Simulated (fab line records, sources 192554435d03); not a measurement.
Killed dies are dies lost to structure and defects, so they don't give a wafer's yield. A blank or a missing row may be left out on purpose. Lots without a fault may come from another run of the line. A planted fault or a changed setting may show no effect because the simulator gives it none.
Which tool did it? | flow n5_finfet | 24 lots, 72 wafers sampled, at 6 steps of a route of 1938

WHAT THE GAUGES READ, wafer by wafer
The record holds no reading of a measuring or inspecting step that can be judged against a usual standard deviation.

WHICH TOOL RAN EACH LOT (tool, then ch and the chambers of the sampled wafers, then the start)
lot  | N5_BEOL_M3_SURFACE_TREAT_85  | N5_BEOL_M3_SPUTTER_86        | N5_BEOL_M3_ANNEAL_87         | N5_BEOL_M3_SPUTTER_88        | N5_BEOL_M3_ANNEAL_91         | N5_BEOL_M3_CMP_52
L075 | pvd_sputter-01, day 11 11:07 | pvd_sputter-03, day 11 12:01 | pvd_sputter-03, day 11 12:06 | pvd_sputter-03, day 11 12:14 | pvd_sputter-03, day 11 12:32 | cmp-04 ch 0,3, day 11 13:37
L078 | pvd_sputter-01, day 11 14:15 | pvd_sputter-03, day 11 15:23 | pvd_sputter-03, day 11 15:28 | pvd_sputter-03, day 11 15:36 | pvd_sputter-03, day 11 15:54 | cmp-03 ch 1,2,3, day 11 17:02
L077 | pvd_sputter-01, day 12 01:26 | pvd_sputter-02, day 12 02:33 | pvd_sputter-02, day 12 02:38 | pvd_sputter-02, day 12 02:46 | pvd_sputter-02, day 12 03:04 | cmp-02 ch 2,3, day 12 04:10
L084 | pvd_sputter-03, day 12 08:40 | pvd_sputter-02, day 12 09:34 | pvd_sputter-02, day 12 09:39 | pvd_sputter-02, day 12 09:47 | pvd_sputter-02, day 12 10:05 | cmp-04 ch 0,1,2, day 12 11:32
L079 | pvd_sputter-02, day 12 11:20 | pvd_sputter-03, day 12 12:28 | pvd_sputter-03, day 12 12:32 | pvd_sputter-03, day 12 12:41 | pvd_sputter-03, day 12 12:59 | cmp-02 ch 1,2,3, day 12 14:16
L074 | pvd_sputter-01, day 12 14:23 | pvd_sputter-01, day 12 15:24 | pvd_sputter-01, day 12 15:29 | pvd_sputter-01, day 12 15:37 | pvd_sputter-01, day 12 15:55 | cmp-02 ch 0,1,2, day 12 17:11
L076 | pvd_sputter-03, day 13 10:11 | pvd_sputter-01, day 13 11:06 | pvd_sputter-01, day 13 11:11 | pvd_sputter-01, day 13 11:19 | pvd_sputter-01, day 13 11:37 | cmp-03 ch 0,1,3, day 13 12:42
L080 | pvd_sputter-02, day 13 10:17 | pvd_sputter-02, day 13 11:19 | pvd_sputter-02, day 13 11:23 | pvd_sputter-02, day 13 11:32 | pvd_sputter-02, day 13 11:50 | cmp-04 ch 1,2, day 13 12:54
L083 | pvd_sputter-02, day 13 16:20 | pvd_sputter-01, day 13 17:38 | pvd_sputter-01, day 13 17:43 | pvd_sputter-01, day 13 17:52 | pvd_sputter-01, day 13 18:10 | cmp-03 ch 1,2,3, day 13 19:16
L081 | pvd_sputter-03, day 13 21:30 | pvd_sputter-01, day 13 22:43 | pvd_sputter-01, day 13 22:48 | pvd_sputter-01, day 13 22:56 | pvd_sputter-01, day 13 23:14 | cmp-02 ch 1,3, day 14 00:29
L082 | pvd_sputter-01, day 14 06:50 | pvd_sputter-01, day 14 07:43 | pvd_sputter-01, day 14 07:47 | pvd_sputter-01, day 14 07:56 | pvd_sputter-01, day 14 08:14 | cmp-04 ch 0,1,2, day 14 09:27
L085 | pvd_sputter-03, day 14 08:02 | pvd_sputter-03, day 14 09:02 | pvd_sputter-03, day 14 09:07 | pvd_sputter-03, day 14 09:15 | pvd_sputter-03, day 14 09:33 | cmp-02 ch 0,1,3, day 14 10:53
L087 | pvd_sputter-03, day 14 13:14 | pvd_sputter-02, day 14 15:21 | pvd_sputter-02, day 14 15:26 | pvd_sputter-02, day 14 15:34 | pvd_sputter-02, day 14 15:52 | cmp-02 ch 1,2,3, day 14 16:57
L086 | pvd_sputter-01, day 14 19:05 | pvd_sputter-02, day 14 20:14 | pvd_sputter-02, day 14 20:19 | pvd_sputter-02, day 14 20:27 | pvd_sputter-02, day 14 20:45 | cmp-03 ch 0,2,3, day 14 21:52
L088 | pvd_sputter-03, day 14 20:35 | pvd_sputter-03, day 14 21:32 | pvd_sputter-03, day 14 21:37 | pvd_sputter-03, day 14 21:45 | pvd_sputter-03, day 14 22:03 | cmp-03 ch 0,3, day 14 23:59
L089 | pvd_sputter-01, day 14 22:22 | pvd_sputter-03, day 14 23:28 | pvd_sputter-03, day 14 23:33 | pvd_sputter-03, day 14 23:41 | pvd_sputter-03, day 14 23:59 | cmp-03 ch 0,2,3, day 15 01:08
L090 | pvd_sputter-01, day 15 02:41 | pvd_sputter-03, day 15 03:42 | pvd_sputter-03, day 15 03:47 | pvd_sputter-03, day 15 03:55 | pvd_sputter-03, day 15 04:13 | cmp-02 ch 1,2, day 15 05:38
L091 | pvd_sputter-02, day 15 04:51 | pvd_sputter-03, day 15 05:54 | pvd_sputter-03, day 15 05:59 | pvd_sputter-03, day 15 06:07 | pvd_sputter-03, day 15 06:25 | cmp-02 ch 0,1, day 15 08:20
L093 | pvd_sputter-03, day 16 13:29 | pvd_sputter-01, day 16 14:29 | pvd_sputter-01, day 16 14:34 | pvd_sputter-01, day 16 14:42 | pvd_sputter-01, day 16 15:00 | cmp-04 ch 0,2,3, day 16 16:05
L092 | pvd_sputter-01, day 16 16:30 | pvd_sputter-03, day 16 17:36 | pvd_sputter-03, day 16 17:41 | pvd_sputter-03, day 16 17:49 | pvd_sputter-03, day 16 18:07 | cmp-04 ch 1,2,3, day 16 19:11
L094 | pvd_sputter-01, day 16 23:25 | pvd_sputter-02, day 17 00:21 | pvd_sputter-02, day 17 00:26 | pvd_sputter-02, day 17 00:34 | pvd_sputter-02, day 17 00:52 | cmp-04 ch 0,1, day 17 01:56
L095 | pvd_sputter-02, day 16 23:29 | pvd_sputter-03, day 17 00:32 | pvd_sputter-03, day 17 00:37 | pvd_sputter-03, day 17 00:46 | pvd_sputter-03, day 17 01:04 | cmp-03 ch 0,1, day 17 02:08
L096 | pvd_sputter-01, day 17 00:12 | pvd_sputter-02, day 17 02:11 | pvd_sputter-02, day 17 02:16 | pvd_sputter-02, day 17 02:25 | pvd_sputter-02, day 17 02:43 | cmp-04 ch 1,2, day 17 03:56
L097 | pvd_sputter-01, day 17 10:02 | pvd_sputter-03, day 17 11:06 | pvd_sputter-03, day 17 11:11 | pvd_sputter-03, day 17 11:19 | pvd_sputter-03, day 17 11:37 | cmp-04 ch 0,3, day 17 12:44
- N5_BEOL_M3_SURFACE_TREAT_85
- N5_BEOL_M3_SPUTTER_86: material Cu, target thk 4.5 nm, time 8.29 s.
- N5_BEOL_M3_ANNEAL_87: time 240 s.
- N5_BEOL_M3_SPUTTER_88: material Cu, target thk 4.5 nm, time 8.29 s.
- N5_BEOL_M3_ANNEAL_91: time 240 s.
- N5_BEOL_M3_CMP_52: polishes, stops on SiOC, t overpolish 6.8 s, target thk 40 nm.

WHAT THE TOOLS THEMSELVES READ (means of the sampled wafers that have a number; where no wafer has one, the mark that the record gives instead)
N5_BEOL_M3_SPUTTER_86. Usual: substrate_temp_c -20.01 C, standard deviation 0.11; throttle_valve_pct 30.0 %, standard deviation 1.
lot  | tool           | substrate_temp_c (C) | throttle_valve_pct (%) | flag
L075 | pvd_sputter-03 | -19.97               | 30.5                   |
L078 | pvd_sputter-03 | -19.95               | 29.7                   |
L077 | pvd_sputter-02 | -19.95               | 30.4                   |
L084 | pvd_sputter-02 | -20.01               | 30.8                   |
L079 | pvd_sputter-03 | -20.04               | 30.1                   |
L074 | pvd_sputter-01 | -19.99               | 28.5                   |
L076 | pvd_sputter-01 | -20.04               | 28.2                   |
L080 | pvd_sputter-02 | -20.20               | 30.3                   |
L083 | pvd_sputter-01 | -20.02               | 29.1                   |
L081 | pvd_sputter-01 | -19.98               | 30.1                   |
L082 | pvd_sputter-01 | -19.96               | 28.9                   |
L085 | pvd_sputter-03 | -20.04               | 30.6                   |
L087 | pvd_sputter-02 | -20.12               | 30.9                   |
L086 | pvd_sputter-02 | -20.03               | 30.4                   |
L088 | pvd_sputter-03 | -19.94               | 30.1                   |
L089 | pvd_sputter-03 | -19.94               | 29.8                   |
L090 | pvd_sputter-03 | -20.00               | 30.3                   |
L091 | pvd_sputter-03 | -19.92               | 30.2                   |
L093 | pvd_sputter-01 | -19.92               | 28.3                   |
L092 | pvd_sputter-03 | -19.97               | 30.2                   |
L094 | pvd_sputter-02 | -20.17               | 30.6                   |
L095 | pvd_sputter-03 | -20.14               | 30.6                   |
L096 | pvd_sputter-02 | -19.95               | 30.5                   |
L097 | pvd_sputter-03 | -20.00               | 30.3                   |

N5_BEOL_M3_ANNEAL_87. Usual: heater_power_w 836 W, standard deviation 71; susceptor_temp_C_max 401.0, standard deviation 0.42.
lot  | tool           | heater_power_w (W) | susceptor_temp_C_max | flag
L075 | pvd_sputter-03 | 823                | 401.3                |
L078 | pvd_sputter-03 | 824                | 400.9                |
L077 | pvd_sputter-02 | 837                | 401.3                |
L084 | pvd_sputter-02 | 857                | 400.8                |
L079 | pvd_sputter-03 | 805                | 401.2                |
L074 | pvd_sputter-01 | 794                | 400.9                |
L076 | pvd_sputter-01 | 840                | 401.1                |
L080 | pvd_sputter-02 | 818                | 400.8                |
L083 | pvd_sputter-01 | 831                | 400.9                |
L081 | pvd_sputter-01 | 741                | 401.1                |
L082 | pvd_sputter-01 | 803                | 401.0                |
L085 | pvd_sputter-03 | 878                | 401.8                |
L087 | pvd_sputter-02 | 890                | 400.8                |
L086 | pvd_sputter-02 | 847                | 400.7                |
L088 | pvd_sputter-03 | 807                | 401.3                |
L089 | pvd_sputter-03 | 817                | 400.8                |
L090 | pvd_sputter-03 | 862                | 401.4                |
L091 | pvd_sputter-03 | 826                | 401.5                |
L093 | pvd_sputter-01 | 883                | 400.5                |
L092 | pvd_sputter-03 | 821                | 401.4                |
L094 | pvd_sputter-02 | 860                | 400.8                |
L095 | pvd_sputter-03 | 873                | 401.3                |
L096 | pvd_sputter-02 | 809                | 401.2                |
L097 | pvd_sputter-03 | 766                | 401.2                |

N5_BEOL_M3_SPUTTER_88. Usual: substrate_temp_c -20.00 C, standard deviation 0.11; throttle_valve_pct 29.9 %, standard deviation 1.
lot  | tool           | substrate_temp_c (C) | throttle_valve_pct (%) | flag
L075 | pvd_sputter-03 | -20.08               | 30.7                   |
L078 | pvd_sputter-03 | -19.93               | 29.7                   |
L077 | pvd_sputter-02 | -20.02               | 30.5                   |
L084 | pvd_sputter-02 | -19.95               | 30.7                   |
L079 | pvd_sputter-03 | -19.90               | 30.1                   |
L074 | pvd_sputter-01 | -19.98               | 28.6                   |
L076 | pvd_sputter-01 | -20.02               | 28.4                   |
L080 | pvd_sputter-02 | -20.07               | 30.4                   |
L083 | pvd_sputter-01 | -19.89               | 29.1                   |
L081 | pvd_sputter-01 | -20.05               | 30.3                   |
L082 | pvd_sputter-01 | -20.04               | 28.9                   |
L085 | pvd_sputter-03 | -20.07               | 30.5                   |
L087 | pvd_sputter-02 | -20.00               | 30.8                   |
L086 | pvd_sputter-02 | -19.94               | 30.6                   |
L088 | pvd_sputter-03 | -19.95               | 30.2                   |
L089 | pvd_sputter-03 | -19.93               | 29.7                   |
L090 | pvd_sputter-03 | -19.92               | 30.2                   |
L091 | pvd_sputter-03 | -19.94               | 30.2                   |
L093 | pvd_sputter-01 | -20.09               | 28.4                   |
L092 | pvd_sputter-03 | -20.10               | 30.2                   |
L094 | pvd_sputter-02 | -20.06               | 30.6                   |
L095 | pvd_sputter-03 | -19.99               | 30.7                   |
L096 | pvd_sputter-02 | -19.99               | 30.4                   |
L097 | pvd_sputter-03 | -20.03               | 30.1                   |

N5_BEOL_M3_ANNEAL_91. Usual: heater_power_w 832 W, standard deviation 71; susceptor_temp_C_max 401.0, standard deviation 0.41.
lot  | tool           | heater_power_w (W) | susceptor_temp_C_max | flag
L075 | pvd_sputter-03 | 820                | 401.4                |
L078 | pvd_sputter-03 | 800                | 401.2                |
L077 | pvd_sputter-02 | 829                | 400.8                |
L084 | pvd_sputter-02 | 870                | 400.8                |
L079 | pvd_sputter-03 | 802                | 401.2                |
L074 | pvd_sputter-01 | 792                | 400.6                |
L076 | pvd_sputter-01 | 849                | 400.5                |
L080 | pvd_sputter-02 | 819                | 400.7                |
L083 | pvd_sputter-01 | 835                | 400.6                |
L081 | pvd_sputter-01 | 741                | 400.9                |
L082 | pvd_sputter-01 | 790                | 401.0                |
L085 | pvd_sputter-03 | 865                | 401.3                |
L087 | pvd_sputter-02 | 877                | 400.5                |
L086 | pvd_sputter-02 | 838                | 400.6                |
L088 | pvd_sputter-03 | 799                | 401.3                |
L089 | pvd_sputter-03 | 832                | 401.1                |
L090 | pvd_sputter-03 | 855                | 401.1                |
L091 | pvd_sputter-03 | 820                | 401.3                |
L093 | pvd_sputter-01 | 867                | 400.7                |
L092 | pvd_sputter-03 | 817                | 401.4                |
L094 | pvd_sputter-02 | 858                | 400.6                |
L095 | pvd_sputter-03 | 876                | 401.2                |
L096 | pvd_sputter-02 | 814                | 400.7                |
L097 | pvd_sputter-03 | 759                | 401.8                |

N5_BEOL_M3_CMP_52. Usual: barrier_field_endpoint_s 24.6 s, standard deviation 0.65; clearing_platen_rpm 50.000 rpm, standard deviation 0.027; motor_current_A 5.6 A, standard deviation 0.6; overpolish_run_s 6.800 s, standard deviation 0.0099; pad_life_wafers 774, standard deviation 490; retaining_ring_pressure_frac 1.000, standard deviation 0.0051; time_to_endpoint_s 61 s, standard deviation 3.2.
lot  | tool   | barrier_field_endpoint_s (s) | clearing_platen_rpm (rpm) | motor_current_A (A) | overpolish_run_s (s) | pad_life_wafers | retaining_ring_pressure_frac | time_to_endpoint_s (s) | flag
L075 | cmp-04 | 24.6                         | 50.009                    | 6.2                 | 6.805                | 704             | 1.008                        | 59                     |
L078 | cmp-03 | 25.5                         | 49.973                    | 6.0                 | 6.797                | 1832            | 0.999                        | 63                     |
L077 | cmp-02 | 23.6                         | 50.022                    | 5.4                 | 6.797                | 222             | 1.002                        | 60                     |
L084 | cmp-04 | 23.5                         | 49.987                    | 5.9                 | 6.795                | 787             | 1.000                        | 58                     |
L079 | cmp-02 | 24.0                         | 50.004                    | 5.3                 | 6.795                | 289             | 0.996                        | 59                     |
L074 | cmp-02 | 24.4                         | 50.026                    | 4.8                 | 6.806                | 314             | 1.002                        | 60                     |
L076 | cmp-03 | 24.7                         | 50.007                    | 5.8                 | 6.786                | 55              | 0.995                        | 64                     |
L080 | cmp-04 | 24.1                         | 49.997                    | 5.4                 | 6.792                | 996             | 1.004                        | 59                     |
L083 | cmp-03 | 24.8                         | 49.972                    | 5.9                 | 6.804                | 122             | 1.002                        | 61                     |
L081 | cmp-02 | 24.2                         | 50.017                    | 6.0                 | 6.800                | 542             | 0.999                        | 57                     |
L082 | cmp-04 | 24.4                         | 49.985                    | 5.8                 | 6.803                | 1149            | 1.003                        | 60                     |
L085 | cmp-02 | 24.4                         | 50.001                    | 5.1                 | 6.795                | 644             | 0.999                        | 58                     |
L087 | cmp-02 | 24.8                         | 50.041                    | 5.3                 | 6.802                | 697             | 0.994                        | 59                     |
L086 | cmp-03 | 24.7                         | 49.980                    | 5.9                 | 6.802                | 254             | 0.998                        | 62                     |
L088 | cmp-03 | 24.9                         | 50.004                    | 5.8                 | 6.799                | 284             | 0.996                        | 64                     |
L089 | cmp-03 | 25.1                         | 49.993                    | 5.9                 | 6.797                | 290             | 1.000                        | 60                     |
L090 | cmp-02 | 24.2                         | 49.994                    | 4.9                 | 6.796                | 846             | 1.003                        | 61                     |
L091 | cmp-02 | 25.2                         | 50.033                    | 4.9                 | 6.799                | 908             | 0.999                        | 64                     |
L093 | cmp-04 | 24.8                         | 49.985                    | 6.1                 | 6.797                | 1327            | 1.003                        | 61                     |
L092 | cmp-04 | 24.6                         | 50.011                    | 5.5                 | 6.793                | 1351            | 1.004                        | 64                     |
L094 | cmp-04 | 24.0                         | 49.991                    | 6.2                 | 6.806                | 1404            | 0.997                        | 62                     |
L095 | cmp-03 | 24.9                         | 49.978                    | 5.5                 | 6.798                | 642             | 1.004                        | 66                     |
L096 | cmp-04 | 24.7                         | 50.014                    | 5.5                 | 6.801                | 1424            | 1.004                        | 62                     |
L097 | cmp-04 | 24.7                         | 50.002                    | 6.1                 | 6.792                | 1496            | 0.993                        | 63                     |

THE ANSWER, worked out from the rows above alone
Rule: a lot is off if the mean of its wafers that have a number lies more than 3 standard deviations from the usual mean. A lot without any number at a reading at which 4 lots or more have one is off too. The other lots that the step has rows for count as sound. The gauges are gone through in route order, then the tools' own readings, and for those a lot's mean is taken as printed above. The first step at which some lot is off is used, and at that step the reading that is off furthest; a lot without a number counts as furthest.
No lot is off at any reading shown: from this, nothing can be told.

WHAT THE SIMULATOR HAD PUT IN
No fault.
